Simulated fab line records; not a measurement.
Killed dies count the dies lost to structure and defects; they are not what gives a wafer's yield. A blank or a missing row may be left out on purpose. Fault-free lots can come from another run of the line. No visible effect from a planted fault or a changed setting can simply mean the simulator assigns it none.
Which tool was responsible? + flow n5Finfet + 10 lots, 28 wafers sampled, at 5 steps of a route of 1938

## WHAT THE GAUGES SHOWED, per wafer
N5_BEOL_M4_RC_MEAS_101.
| lot  | measured     | on        | DIBL_N (mV/V)  |
|------|--------------|-----------|----------------|
| L818 | day 7 14:54  | prober-01 | 37.0 35.4 37.2 |
| L820 | day 8 08:42  | prober-02 | 33.6 35.6 36.6 |
| L830 | day 11 05:29 | prober-01 | 33.0 36.2 33.8 |
| L833 | day 11 15:29 | prober-01 | 34.6 34.1 37.3 |
| L834 | day 12 02:38 | prober-01 | 32.5 35.7      |
| L837 | day 12 12:51 | prober-01 | 36.9 36.9 36.4 |
| L838 | day 12 17:18 | prober-01 | 37.1 36.9 38.5 |
| L839 | day 13 12:38 | prober-02 | 35.6 34.5      |
| L840 | day 13 18:02 | prober-02 | 37.1 37.5 37.6 |
| L841 | day 14 09:27 | prober-01 | 36.2 36.6 34.8 |

## EACH LOT AND THE TOOL THAT RAN IT (in order: tool; ch and the chambers of the sampled wafers; start)
| lot  | N5_MOL_CONTACT_COAG_ETCH_106      | N5_MOL_CONTACT_COAG_STRIP_98      | N5_MOL_CONTACT_COAG_SPUTTER_143 | N5_MOL_CONTACT_COAG_SPUTTER_130 |
|------|-----------------------------------|-----------------------------------|---------------------------------|---------------------------------|
| L818 | rieDiel-01 ch 0,3, day 4 21:27    | rieDiel-01 ch 0,3, day 4 21:41    | pvdSputter-02, day 4 23:00      | pvdSputter-02, day 5 02:16      |
| L820 | rieDiel-01 ch 0,1,2, day 5 06:49  | rieDiel-01 ch 0,1,2, day 5 07:03  | pvdSputter-01, day 5 10:42      | pvdSputter-03, day 5 13:51      |
| L830 | rieDiel-02 ch 0,1,3, day 7 22:55  | rieDiel-02 ch 0,1,3, day 7 23:10  | pvdSputter-02, day 8 01:16      | pvdSputter-03, day 8 03:38      |
| L833 | rieDiel-01 ch 0,1,3, day 8 15:51  | rieDiel-01 ch 0,1,3, day 8 16:06  | pvdSputter-01, day 8 18:17      | pvdSputter-02, day 8 20:40      |
| L834 | rieDiel-01 ch 0,1, day 8 18:33    | rieDiel-01 ch 0,1, day 8 18:48    | pvdSputter-03, day 8 20:53      | pvdSputter-02, day 9 00:07      |
| L837 | rieDiel-02 ch 0,1,3, day 9 14:50  | rieDiel-02 ch 0,1,3, day 9 15:05  | pvdSputter-03, day 9 18:01      | pvdSputter-02, day 9 20:20      |
| L838 | rieDiel-02 ch 1,2,3, day 9 15:21  | rieDiel-02 ch 1,2,3, day 9 15:35  | pvdSputter-01, day 9 19:38      | pvdSputter-01, day 9 21:35      |
| L839 | rieDiel-02 ch 0,3, day 9 22:48    | rieDiel-02 ch 0,3, day 9 23:02    | pvdSputter-02, day 10 01:26     | pvdSputter-01, day 10 03:26     |
| L840 | rieDiel-06 ch 1,2, day 10 04:43   | rieDiel-06 ch 1,2, day 10 04:58   | pvdSputter-01, day 10 09:01     | pvdSputter-02, day 10 10:51     |
| L841 | rieDiel-06 ch 0,2,3, day 10 10:34 | rieDiel-06 ch 0,2,3, day 10 10:49 | pvdSputter-03, day 10 12:17     | pvdSputter-01, day 10 15:14     |
- N5_MOL_CONTACT_COAG_ETCH_106: etches SOC in N2/H2, target depth 80 nm, overetch 16 nm, time 120 s.
- N5_MOL_CONTACT_COAG_STRIP_98: strips in N2/H2.
- N5_MOL_CONTACT_COAG_SPUTTER_143: material Co, target thk 2.5 nm.
- N5_MOL_CONTACT_COAG_SPUTTER_130: material Co, target thk 47.5 nm.

## THE ANSWER, worked out from the rows above alone
Rule: what is usual is taken from the lots themselves. The widest of any qualifying gaps counts: lots, ordered by their means at a reading, are off when they make up no more than a third of the lots, leave a main group of 4 or more, and stand apart from it by 3 or more times the standard deviation of that group's means. A main group whose means are all the same, to the digits that the tables above print for the reading, isn't used. Also off: a lot with no number at a reading for which 4 or more lots have one. Any other lot the step has rows for is counted as sound.
Across all readings shown, no lot is off: no conclusion can be drawn from this.

## WHAT HAD BEEN PUT IN BY THE SIMULATOR
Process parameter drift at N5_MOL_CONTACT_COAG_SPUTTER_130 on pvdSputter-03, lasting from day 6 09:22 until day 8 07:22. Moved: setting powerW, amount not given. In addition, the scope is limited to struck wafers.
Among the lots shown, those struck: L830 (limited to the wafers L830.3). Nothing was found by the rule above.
